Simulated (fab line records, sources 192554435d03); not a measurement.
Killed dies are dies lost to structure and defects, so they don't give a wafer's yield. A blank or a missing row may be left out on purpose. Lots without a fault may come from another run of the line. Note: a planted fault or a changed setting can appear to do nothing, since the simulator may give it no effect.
Split-lot study -- flow n5_finfet -- 39 wafers read from 7 lots, route of 1938 steps

== SPLIT DETAILS ==
At N5_FIN_SAQP_HM_DEP_03 (deposits SiNx from SiH4/NH3/N2, target thk 38 nm, time 33.6 s), the setting time_s was moved away from the recipe's 33.6 s on 18 of the 39 wafers read, by -13.8% to +8.1%. This setting was run at the recipe's value on the other wafers.

== FROM THE SPLIT TO THE READING: what the file shows between them, 13 steps ==
- N5_FIN_SAQP_THK_MEAS_05
- N5_FIN_SAQP_PECVD_47: deposits a-Si from SiH4/He, target thk 45 nm, time 36.3 s
- N5_FIN_SAQP_PECVD_48: deposits SiNx from SiH4/NH3/N2, target thk 25 nm, time 22.1 s
- N5_FIN_SAQP_ETCH_57: etches SiNx in CH3F/O2, target depth 32.5 nm, time 46.4 s
- N5_FIN_SAQP_ETCH_65: etches SiO2 in CF4, target depth 4 nm, time 4.4 s
- N5_FIN_SAQP_MANDREL_ETCH_58: etches a-Si in HBr/Cl2, stops on SiNx, target depth 45 nm, bt time 10 s, time 27 s
- N5_FIN_SAQP_RECESS_63: chemistry HF/NH3, target SiO2, target depth 18 nm, afs cycles 3, sublimation time 60 s
- N5_FIN_SAQP_COAT_68: time 60 s, resist thk 100 nm
- N5_FIN_SAQP_MANDREL2_REMOVE_60: chemistry HBr/Cl2/O2, target a-Si, stops on SiNx, bt time 10 s
- N5_FIN_SAQP_HM_OPEN_33: chemistry CH3F/O2, target SiNx, target depth 49.4 nm, time 70.6 s
- N5_FIN_SAQP_ETCH_34: etches SiO2 in C4F6/O2, target depth 45 nm, time 15 s
- N5_FIN_SAQP_STRIP_77: strips in N2/H2, time 90 s
- N5_FIN_SAQP_ETCH_64: etches SiO2 in CF4, target depth 1.5 nm

== THE READING ==
SiNx_of_FIN_SAQP_HM_DEP_03.thk_nm (the simulator's own value, which no gauge read), in nm, at N5_FIN_SAQP_FIN_ETCH_36 (etches the open film in HBr/Cl2/O2, target depth 120 nm, time 50.4 s). The file does not state a usual value for it. Here, 21 wafers ran the recipe; their average is 20.9 nm with a standard deviation of 0.77 nm.

wafer,"tool, chamber at the split","time_s as run, s",against the recipe,"SiNx_of_FIN_SAQP_HM_DEP_03.thk_nm, nm",against lot-mates on the recipe
L078.1,"pecvd-03, 0",35.63,+6.0%,22.8,+2.0
L078.2,"pecvd-03, 1",35.63,+6.0%,22.8,+2.0
L078.3,"pecvd-03, 1",33.6,recipe,21.2,-
L078.6,"pecvd-03, 1",33.6,recipe,21.2,-
L078.4,"pecvd-03, 0",35.63,+6.0%,23.2,+2.4
L078.5,"pecvd-03, 0",33.6,recipe,20,-
L081.1,"pecvd-01, 0",33.6,recipe,20.8,-
L081.2,"pecvd-01, 2",36.17,+7.6%,23.8,+2.5
L081.3,"pecvd-01, 1",36.17,+7.6%,23.8,+2.5
L081.4,"pecvd-01, 0",33.6,recipe,21.8,-
L081.5,"pecvd-01, 1",33.6,recipe,21.2,-
L081.6,"pecvd-01, 2",36.17,+7.6%,24.4,+3.1
L082.1,"pecvd-02, 1",29.66,-11.7%,16.6,-3.9
L082.2,"pecvd-02, 2",33.6,recipe,20.2,-
L082.3,"pecvd-02, 0",33.6,recipe,20.8,-
L082.4,"pecvd-02, 2",33.6,recipe,20.6,-
L082.5,"pecvd-02, 0",29.66,-11.7%,17,-3.5
L082.6,"pecvd-02, 1",29.66,-11.7%,16.8,-3.7
L084.1,"pecvd-02, 1",33.6,recipe,21.6,-
L084.3,"pecvd-02, 0",33.6,recipe,22,-
L084.4,"pecvd-02, 1",33.6,recipe,22.8,-
L090.1,"pecvd-03, 0",33.6,recipe,19.4,-
L090.2,"pecvd-03, 1",35.89,+6.8%,23,+2.8
L090.3,"pecvd-03, 2",35.89,+6.8%,22.8,+2.6
L090.4,"pecvd-03, 0",33.6,recipe,20.4,-
L090.5,"pecvd-03, 1",33.6,recipe,20.8,-
L090.6,"pecvd-03, 2",35.89,+6.8%,23.6,+3.4
L092.1,"pecvd-02, 0",33.6,recipe,20.8,-
L092.6,"pecvd-02, 2",33.6,recipe,20.8,-
L092.2,"pecvd-02, 2",33.6,recipe,20.4,-
L092.3,"pecvd-02, 0",28.95,-13.8%,16,-4.7
L092.4,"pecvd-02, 2",28.95,-13.8%,15,-5.7
L092.5,"pecvd-02, 0",28.95,-13.8%,15.6,-5.1
L093.1,"pecvd-01, 0",33.6,recipe,19.8,-
L093.2,"pecvd-01, 2",36.31,+8.1%,23.4,+2.5
L093.3,"pecvd-01, 1",36.31,+8.1%,24,+3.1
L093.6,"pecvd-01, 2",36.31,+8.1%,24,+3.1
L093.4,"pecvd-01, 1",33.6,recipe,21.6,-
L093.5,"pecvd-01, 0",33.6,recipe,21.2,-

FIT RESULTS
A straight line over all 39 wafers: SiNx_of_FIN_SAQP_HM_DEP_03.thk_nm changes by +0.368 nm for each +1% of time_s; r = +0.97; the points scatter about the line by 0.63 nm.
The same after taking each lot's own level away (the mean of its wafers on the recipe; 39 wafers): +0.359 nm for each +1%; r = +0.98; scatter 0.47 nm.
On that fit, the largest move of time_s shifts the reading by 5 nm.
The lots' own levels span 20.20 to 22.13 nm, that is 2.5 times the standard deviation above.
Consequently the slope shifts little with the lot-to-lot level, the two slopes agreeing.
Check: for one of the wafers moved furthest among these (-13.8%), held out of the fit, the line's prediction against its lot-mates is -4.94 nm. It came out at -4.67 nm against them.

== OTHER SPLITS ON THESE WAFERS ==
Other splits were also applied to these wafers ahead of the reading. Each is held against what the fit with the lots' levels taken away leaves over:
other split on the same wafers,wafers away from the commonest value,r with SiNx_of_FIN_SAQP_HM_DEP_03.thk_nm (lot level and that fit taken away)
N5_WELL_APT_IMPLANT_14 energy_kev,9,+0.13

== THE WHOLE CHAIN: every reading that the file lists as answering this split, in the file's order ==
step,what it does,reading,change (the file's fit),r (the file's)
N5_FIN_SAQP_HM_DEP_03,"deposits SiNx from SiH4/NH3/N2, target thk 38 nm, time 33.6 s","SiNx_of_FIN_SAQP_HM_DEP_03.thk_nm (the simulator's own value, which no gauge read)",+0.335 nm for each +1% of the setting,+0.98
N5_FIN_SAQP_THK_MEAS_05,,thk_nm,withheld for each +1% of the setting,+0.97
N5_FIN_SAQP_MANDREL_ETCH_58,"etches a-Si in HBr/Cl2, stops on SiNx, target depth 45 nm, bt time 10 s, time 27 s","SiNx_of_FIN_SAQP_HM_DEP_03.thk_nm (the simulator's own value, which no gauge read)",+0.332 nm for each +1% of the setting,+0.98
N5_FIN_SAQP_HM_OPEN_33,"chemistry CH3F/O2, target SiNx, target depth 49.4 nm, time 70.6 s",etch_rf_on_time_s,withheld for each +1% of the setting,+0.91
N5_FIN_SAQP_HM_OPEN_33,"chemistry CH3F/O2, target SiNx, target depth 49.4 nm, time 70.6 s","etch.depth_nm (the simulator's own value, which no gauge read)",+0.334 nm for each +1% of the setting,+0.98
N5_FIN_SAQP_FIN_ETCH_36,"etches the open film in HBr/Cl2/O2, target depth 120 nm, time 50.4 s","SiNx_of_FIN_SAQP_HM_DEP_03.thk_nm (the simulator's own value, which no gauge read)",+0.359 nm for each +1% of the setting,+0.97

== FILE'S OWN FIT ==
SiNx_of_FIN_SAQP_HM_DEP_03.thk_nm changes by +0.359 nm for each +1% of time_s, r = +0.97.
